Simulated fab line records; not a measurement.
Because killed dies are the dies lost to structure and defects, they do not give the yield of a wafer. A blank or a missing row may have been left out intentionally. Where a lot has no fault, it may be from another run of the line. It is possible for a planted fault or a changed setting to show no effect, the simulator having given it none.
Split-lot experiment + flow n5-finfet + 21 wafers read from 7 lots, route of 1938 steps

## ABOUT THE SPLIT
At N5_PASSIVATION_EXPOSE_41 (exposes mask PASS OPEN, defocus 0 nm, target cd 40000 nm), the setting dose-mj was moved away from the recipe's 57.25 on 9 of the 21 wafers read, by -7.4% to +6.8%. All remaining wafers had this setting at the recipe value.

## FROM THE SPLIT TO THE READING: what the file shows between them, 3 steps
- N5_PASSIVATION_PEB_42
- N5_PASSIVATION_DEVELOP_43: develop time 60 s
- N5_PASSIVATION_HARDBAKE_45: time 120 s

## THE READING
At N5_PASSIVATION_CD_MEAS_44: cd-nm in nanometres, against a target cd of 40000 nm. Fault-free wafers of this fab line usually give 40001 nm, standard deviation 3.3 nm.

| wafer  | tool, chamber at the split | dose-mj as run | against the recipe | cd-nm, nm | against lot-mates on the recipe |
|--------|----------------------------|----------------|--------------------|-----------|---------------------------------|
| L079.3 | krf-scanner-02, 0          | 57.25          | recipe             | 40001     | -                               |
| L079.4 | krf-scanner-02, 0          | 57.25          | recipe             | 40004     | -                               |
| L079.6 | krf-scanner-02, 0          | 57.25          | recipe             | 40002     | -                               |
| L089.3 | krf-scanner-01, 0          | 60.24          | +5.2%              | 40021     | no lot-mate on the recipe       |
| L089.5 | krf-scanner-01, 0          | 60.24          | +5.2%              | 40022     | no lot-mate on the recipe       |
| L089.6 | krf-scanner-01, 0          | 60.24          | +5.2%              | 40017     | no lot-mate on the recipe       |
| L085.1 | krf-scanner-01, 0          | 60.14          | +5.0%              | 40019     | +18                             |
| L085.4 | krf-scanner-01, 0          | 57.25          | recipe             | 40003     | -                               |
| L085.5 | krf-scanner-01, 0          | 57.25          | recipe             | 39999     | -                               |
| L087.2 | krf-scanner-02, 0          | 57.25          | recipe             | 40001     | -                               |
| L087.3 | krf-scanner-02, 0          | 57.25          | recipe             | 39996     | -                               |
| L087.5 | krf-scanner-02, 0          | 57.25          | recipe             | 39996     | -                               |
| L090.2 | krf-scanner-02, 0          | 61.15          | +6.8%              | 40026     | +30                             |
| L090.5 | krf-scanner-02, 0          | 57.25          | recipe             | 39997     | -                               |
| L090.6 | krf-scanner-02, 0          | 57.25          | recipe             | 39996     | -                               |
| L094.1 | krf-scanner-01, 0          | 59.89          | +4.6%              | 40016     | +18                             |
| L094.4 | krf-scanner-01, 0          | 59.89          | +4.6%              | 40013     | +15                             |
| L094.6 | krf-scanner-01, 0          | 57.25          | recipe             | 39998     | -                               |
| L097.2 | krf-scanner-02, 0          | 53             | -7.4%              | 39971     | -27                             |
| L097.3 | krf-scanner-02, 0          | 53             | -7.4%              | 39975     | -23                             |
| L097.6 | krf-scanner-02, 0          | 57.25          | recipe             | 39998     | -                               |

FIT RESULTS
A straight line over all 21 wafers: cd-nm changes by +3.69 nm for each +1% of dose-mj; r = +0.98; the points scatter about the line by 2.7 nm.
The same after taking each lot's own level away (the mean of its wafers on the recipe; 18 wafers): +3.62 nm for each +1%; r = +0.99; scatter 2.1 nm.
According to that fit, moving dose-mj by its largest amount changes the reading by 27 nm.
Across the lots, their own levels run from 39996.5 to 40002.3 nm, a range of 1.8 times the standard deviation given above.
Consequently the slope shifts little with the lot-to-lot level, the two slopes agreeing.
Check: for one of the wafers moved furthest among these (-7.4%), held out of the fit, the line's prediction against its lot-mates is -26.1 nm. Against them it came out at -27 nm.

## ADDITIONAL SPLITS CARRIED BY THESE WAFERS
Other splits were also applied to these wafers ahead of the reading. Each is held against what the fit with the lots' levels taken away leaves over:
| other split on the same wafers   | wafers away from the commonest value | r with cd-nm (lot level and that fit taken away) |
|----------------------------------|--------------------------------------|--------------------------------------------------|
| N5_PASSIVATION_EXPOSE_07 dose-mj | 7                                    | -0.05                                            |

## FILE'S OWN FIT
cd-nm changes by +3.76 nm for each +1% of dose-mj, r = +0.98.
